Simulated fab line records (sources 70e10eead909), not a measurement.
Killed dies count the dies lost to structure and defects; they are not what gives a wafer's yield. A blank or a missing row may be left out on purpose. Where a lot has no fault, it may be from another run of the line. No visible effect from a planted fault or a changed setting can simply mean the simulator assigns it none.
Matching of chambers :: flow nand-harc :: pecvd-04 running NHARC_A_M0_DEP_32: 3 sister chambers
The step deposits SiCN, target thk 30 nm. 22 wafers are shown with their chamber, then 11 later ones without.

== WAFERS WITH THEIR CHAMBER ==
wafer: L074.1
chamber: 0
showerhead-vpp-V (V): 1428
heater-power-w (W): 618

wafer: L074.3
chamber: 2
showerhead-vpp-V (V): 1270
heater-power-w (W): 556

wafer: L074.4
chamber: 2
showerhead-vpp-V (V): 1269
heater-power-w (W): 554

wafer: L075.1
chamber: 1
showerhead-vpp-V (V): 1333
heater-power-w (W): 592

wafer: L075.4
chamber: 1
showerhead-vpp-V (V): 1323
heater-power-w (W): 595

wafer: L075.5
chamber: 2
showerhead-vpp-V (V): 1263
heater-power-w (W): 606

wafer: L077.1
chamber: 2
showerhead-vpp-V (V): 1302
heater-power-w (W): 553

wafer: L077.2
chamber: 1
showerhead-vpp-V (V): 1294
heater-power-w (W): 606

wafer: L077.3
chamber: 0
showerhead-vpp-V (V): 1444
heater-power-w (W): 639

wafer: L079.1
chamber: 2
showerhead-vpp-V (V): 1301
heater-power-w (W): 566

wafer: L079.2
chamber: 1
showerhead-vpp-V (V): 1338
heater-power-w (W): 688

wafer: L079.3
chamber: 0
showerhead-vpp-V (V): 1416
heater-power-w (W): 603

wafer: L082.1
chamber: 0
showerhead-vpp-V (V): 1409
heater-power-w (W): 556

wafer: L082.4
chamber: 0
showerhead-vpp-V (V): 1419
heater-power-w (W): 568

wafer: L082.6
chamber: 1
showerhead-vpp-V (V): 1317
heater-power-w (W): 705

wafer: L080.3
chamber: 1
showerhead-vpp-V (V): 1322
heater-power-w (W): 676

wafer: L080.4
chamber: 2
showerhead-vpp-V (V): 1275
heater-power-w (W): 531

wafer: L080.6
chamber: 1
showerhead-vpp-V (V): 1318
heater-power-w (W): 685

wafer: L084.2
chamber: 2
showerhead-vpp-V (V): 1278
heater-power-w (W): 556

wafer: L084.3
chamber: 1
showerhead-vpp-V (V): 1315
heater-power-w (W): 658

wafer: L084.4
chamber: 1
showerhead-vpp-V (V): 1317
heater-power-w (W): 651

wafer: L087.2
chamber: 1
showerhead-vpp-V (V): 1316
heater-power-w (W): 591

SIGNATURES, as means of the wafers listed above
reading: showerhead-vpp-V
chamber 0: 1423.20
chamber 1: 1319.30
chamber 2: 1279.71
scatter within a chamber: 13.4

reading: heater-power-w
chamber 0: 596.80
chamber 1: 644.70
chamber 2: 560.29
scatter within a chamber: 36.9
Rule: a wafer's distance from a chamber is the root of the sum, over the readings, of the square of ((its reading less the chamber's mean) divided by the reading's scatter). The wafer belongs to the nearest chamber; if the next one is less than 2 further off, it can't be placed. How the scatter is found: for the shown wafers, subtract from each reading the mean of its chamber, square and add these, divide the total by (wafers less chambers), then take the root.

== WAFERS WITH NO CHAMBER GIVEN ==
wafer: L087.4
showerhead-vpp-V (V): 1436
heater-power-w (W): 585

wafer: L087.5
showerhead-vpp-V (V): 1252
heater-power-w (W): 587

wafer: L092.1
showerhead-vpp-V (V): 1320
heater-power-w (W): 674

wafer: L092.5
showerhead-vpp-V (V): 1332
heater-power-w (W): 660

wafer: L092.6
showerhead-vpp-V (V): 1282
heater-power-w (W): 530

wafer: L095.3
showerhead-vpp-V (V): 1285
heater-power-w (W): 580

wafer: L095.5
showerhead-vpp-V (V): 1287
heater-power-w (W): 580

wafer: L095.6
showerhead-vpp-V (V): 1453
heater-power-w (W): 512

wafer: L097.2
showerhead-vpp-V (V): 1312
heater-power-w (W): 691

wafer: L097.3
showerhead-vpp-V (V): 1295
heater-power-w (W): 593

wafer: L097.4
showerhead-vpp-V (V): 1338
heater-power-w (W): 672

== EACH ONE'S CHAMBER ==
wafer: L087.4
from the rows above: 0
in truth: 0

wafer: L087.5
from the rows above: 2
in truth: 2

wafer: L092.1
from the rows above: 1
in truth: 1

wafer: L092.5
from the rows above: 1
in truth: 1

wafer: L092.6
from the rows above: 2
in truth: 2

wafer: L095.3
from the rows above: 2
in truth: 2

wafer: L095.5
from the rows above: 2
in truth: 2

wafer: L095.6
from the rows above: 0
in truth: 0

wafer: L097.2
from the rows above: 1
in truth: 1

wafer: L097.3
from the rows above: can't be placed: 2 or 1
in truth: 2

wafer: L097.4
from the rows above: 1
in truth: 1
Placed correctly: 10 of 11. Can't be placed from these rows: 1 (the true chamber is among the candidates in 1). Placed wrongly: 0.
